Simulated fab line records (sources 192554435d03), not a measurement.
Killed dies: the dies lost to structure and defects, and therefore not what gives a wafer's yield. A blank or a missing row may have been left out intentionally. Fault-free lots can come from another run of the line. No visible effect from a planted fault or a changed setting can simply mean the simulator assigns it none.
Split-lot experiment / flow n5-finfet / 21 wafers read from 7 lots, route of 1938 steps

## SPLIT DETAILS
At N5_BEOL_M4_COAT_22 (resist thk 30 nm), the setting spin-rpm was moved away from the recipe's 1500 rpm on 12 of the 21 wafers read, by -7.7% to +10.8%. This setting was run at the recipe's value on the other wafers.

## FROM THE SPLIT TO THE READING: what the file shows between them, 9 steps
- N5_BEOL_M4_EBR_24
- N5_BEOL_M4_SOFTBAKE_23: time 60 s
- N5_BEOL_M4_EXPOSE_25: exposes mask V3, defocus 5 nm
- N5_BEOL_M4_PEB_26: peb time 60 s
- N5_BEOL_M4_DEVELOP_27: develop time 30 s
- N5_BEOL_M4_DESCUM_33: chemistry O2, time 7 s (also split here: time-s)
- N5_BEOL_M4_ETCH_77: etches underlayer in N2/H2, target depth 6.5 nm, time 5.2 s
- N5_BEOL_M4_ETCH_69: etches SiARC in CF4, target depth 15.6 nm, time 26 s
- N5_BEOL_M4_ALD_98: deposits SiO2, target thk 2.5 nm, pulse time 1 s, co reactant pulse time 1 s

## THE READING
CAR-EUV_of_BEOL_M4_COAT_22.thk-nm (the simulator's own value, which no gauge read), in nm, at N5_BEOL_M4_ETCHBACK_99 (etches SiO2 in CHF3, target depth 5 nm, time 10.4 s). No usual value for it is given in the file. Across the 9 wafers here that went through the recipe, the average is 10.5 nm and the standard deviation 0.099 nm.

wafer=L077.1; tool, chamber at the split=litho-track-05, 0; spin-rpm as run, rpm=1662; against the recipe=+10.8%; CAR-EUV_of_BEOL_M4_COAT_22.thk-nm, nm=9; against lot-mates on the recipe=no lot-mate on the recipe
wafer=L077.5; tool, chamber at the split=litho-track-05, 0; spin-rpm as run, rpm=1662; against the recipe=+10.8%; CAR-EUV_of_BEOL_M4_COAT_22.thk-nm, nm=9.2; against lot-mates on the recipe=no lot-mate on the recipe
wafer=L077.6; tool, chamber at the split=litho-track-05, 0; spin-rpm as run, rpm=1662; against the recipe=+10.8%; CAR-EUV_of_BEOL_M4_COAT_22.thk-nm, nm=9.4; against lot-mates on the recipe=no lot-mate on the recipe
wafer=L074.1; tool, chamber at the split=litho-track-04, 0; spin-rpm as run, rpm=1418; against the recipe=-5.5%; CAR-EUV_of_BEOL_M4_COAT_22.thk-nm, nm=11.4; against lot-mates on the recipe=+1.0
wafer=L074.3; tool, chamber at the split=litho-track-04, 0; spin-rpm as run, rpm=1418; against the recipe=-5.5%; CAR-EUV_of_BEOL_M4_COAT_22.thk-nm, nm=11.6; against lot-mates on the recipe=+1.2
wafer=L074.4; tool, chamber at the split=litho-track-04, 0; spin-rpm as run, rpm=1500; against the recipe=recipe; CAR-EUV_of_BEOL_M4_COAT_22.thk-nm, nm=10.4; against lot-mates on the recipe=-
wafer=L079.3; tool, chamber at the split=litho-track-04, 0; spin-rpm as run, rpm=1604; against the recipe=+6.9%; CAR-EUV_of_BEOL_M4_COAT_22.thk-nm, nm=8.8; against lot-mates on the recipe=-1.6
wafer=L079.4; tool, chamber at the split=litho-track-04, 0; spin-rpm as run, rpm=1500; against the recipe=recipe; CAR-EUV_of_BEOL_M4_COAT_22.thk-nm, nm=10.4; against lot-mates on the recipe=-
wafer=L079.5; tool, chamber at the split=litho-track-04, 0; spin-rpm as run, rpm=1604; against the recipe=+6.9%; CAR-EUV_of_BEOL_M4_COAT_22.thk-nm, nm=8.6; against lot-mates on the recipe=-1.8
wafer=L083.1; tool, chamber at the split=litho-track-02, 0; spin-rpm as run, rpm=1500; against the recipe=recipe; CAR-EUV_of_BEOL_M4_COAT_22.thk-nm, nm=10.6; against lot-mates on the recipe=-
wafer=L083.2; tool, chamber at the split=litho-track-02, 0; spin-rpm as run, rpm=1500; against the recipe=recipe; CAR-EUV_of_BEOL_M4_COAT_22.thk-nm, nm=10.6; against lot-mates on the recipe=-
wafer=L083.4; tool, chamber at the split=litho-track-02, 0; spin-rpm as run, rpm=1500; against the recipe=recipe; CAR-EUV_of_BEOL_M4_COAT_22.thk-nm, nm=10.4; against lot-mates on the recipe=-
wafer=L091.2; tool, chamber at the split=litho-track-02, 0; spin-rpm as run, rpm=1384; against the recipe=-7.7%; CAR-EUV_of_BEOL_M4_COAT_22.thk-nm, nm=11.6; against lot-mates on the recipe=no lot-mate on the recipe
wafer=L091.5; tool, chamber at the split=litho-track-02, 0; spin-rpm as run, rpm=1384; against the recipe=-7.7%; CAR-EUV_of_BEOL_M4_COAT_22.thk-nm, nm=11.6; against lot-mates on the recipe=no lot-mate on the recipe
wafer=L091.6; tool, chamber at the split=litho-track-02, 0; spin-rpm as run, rpm=1384; against the recipe=-7.7%; CAR-EUV_of_BEOL_M4_COAT_22.thk-nm, nm=11.6; against lot-mates on the recipe=no lot-mate on the recipe
wafer=L092.2; tool, chamber at the split=litho-track-02, 0; spin-rpm as run, rpm=1500; against the recipe=recipe; CAR-EUV_of_BEOL_M4_COAT_22.thk-nm, nm=10.4; against lot-mates on the recipe=-
wafer=L092.3; tool, chamber at the split=litho-track-02, 0; spin-rpm as run, rpm=1500; against the recipe=recipe; CAR-EUV_of_BEOL_M4_COAT_22.thk-nm, nm=10.4; against lot-mates on the recipe=-
wafer=L092.4; tool, chamber at the split=litho-track-02, 0; spin-rpm as run, rpm=1500; against the recipe=recipe; CAR-EUV_of_BEOL_M4_COAT_22.thk-nm, nm=10.6; against lot-mates on the recipe=-
wafer=L094.1; tool, chamber at the split=litho-track-04, 0; spin-rpm as run, rpm=1574; against the recipe=+4.9%; CAR-EUV_of_BEOL_M4_COAT_22.thk-nm, nm=9.6; against lot-mates on the recipe=-1.0
wafer=L094.3; tool, chamber at the split=litho-track-04, 0; spin-rpm as run, rpm=1500; against the recipe=recipe; CAR-EUV_of_BEOL_M4_COAT_22.thk-nm, nm=10.6; against lot-mates on the recipe=-
wafer=L094.6; tool, chamber at the split=litho-track-04, 0; spin-rpm as run, rpm=1574; against the recipe=+4.9%; CAR-EUV_of_BEOL_M4_COAT_22.thk-nm, nm=9.8; against lot-mates on the recipe=-0.8

THE FIT
A straight line over all 21 wafers: CAR-EUV_of_BEOL_M4_COAT_22.thk-nm changes by -0.151 nm for each +1% of spin-rpm; r = -0.95; the points scatter about the line by 0.3 nm.
The same after taking each lot's own level away (the mean of its wafers on the recipe; 15 wafers): -0.216 nm for each +1%; r = -0.99; scatter 0.14 nm.
That fit puts the effect of the largest move of spin-rpm on the reading at 2.3 nm.
Measured against the standard deviation above, the lots' own levels, which go from 10.40 to 10.60 nm, span 2.0 times it.
Hence the slope depends on the lot-to-lot level, as the two fits are not the same.
Check: with one of the wafers moved furthest among these (+6.9%) left out of the fit, the line predicts -1.49 nm for it against its lot-mates. Against them it came out at -1.6 nm.

## OTHER SPLITS APPLIED TO THESE WAFERS
Before the reading, these wafers also passed through other splits. Each is held against what the fit with the lots' levels taken away leaves over:
other split on the same wafers=N5_BEOL_M2_TRENCH_ETCH_37 time-s; wafers away from the commonest value=6; r with CAR-EUV_of_BEOL_M4_COAT_22.thk-nm (lot level and that fit taken away)=-0.25
other split on the same wafers=N5_BEOL_M4_DESCUM_33 time-s; wafers away from the commonest value=4; r with CAR-EUV_of_BEOL_M4_COAT_22.thk-nm (lot level and that fit taken away)=-0.55

## THE WHOLE CHAIN: every reading that the file lists as answering this split, in the file's order
step=N5_BEOL_M4_COAT_22; what it does=resist thk 30 nm; reading=CAR-EUV_of_BEOL_M4_COAT_22.thk-nm (the simulator's own value, which no gauge read); change (the file's fit)=-0.16 nm for each +1% of the setting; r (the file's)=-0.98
step=N5_BEOL_M4_DEVELOP_27; what it does=develop time 30 s; reading=CAR-EUV_of_BEOL_M4_COAT_22.thk-nm (the simulator's own value, which no gauge read); change (the file's fit)=-0.155 nm for each +1% of the setting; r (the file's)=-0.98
step=N5_BEOL_M4_DESCUM_33; what it does=chemistry O2, time 7 s; reading=CAR-EUV_of_BEOL_M4_COAT_22.thk-nm (the simulator's own value, which no gauge read); change (the file's fit)=-0.2 nm for each +1% of the setting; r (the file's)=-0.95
step=N5_BEOL_M4_ETCH_77; what it does=etches underlayer in N2/H2, target depth 6.5 nm, time 5.2 s; reading=CAR-EUV_of_BEOL_M4_COAT_22.thk-nm (the simulator's own value, which no gauge read); change (the file's fit)=-0.207 nm for each +1% of the setting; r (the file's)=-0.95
step=N5_BEOL_M4_ETCH_69; what it does=etches SiARC in CF4, target depth 15.6 nm, time 26 s; reading=CAR-EUV_of_BEOL_M4_COAT_22.thk-nm (the simulator's own value, which no gauge read); change (the file's fit)=-0.194 nm for each +1% of the setting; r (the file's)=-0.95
step=N5_BEOL_M4_ETCHBACK_99; what it does=etches SiO2 in CHF3, target depth 5 nm, time 10.4 s; reading=CAR-EUV_of_BEOL_M4_COAT_22.thk-nm (the simulator's own value, which no gauge read); change (the file's fit)=-0.217 nm for each +1% of the setting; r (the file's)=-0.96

## THE FILE'S OWN FIT
CAR-EUV_of_BEOL_M4_COAT_22.thk-nm changes by -0.217 nm for each +1% of spin-rpm, r = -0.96.
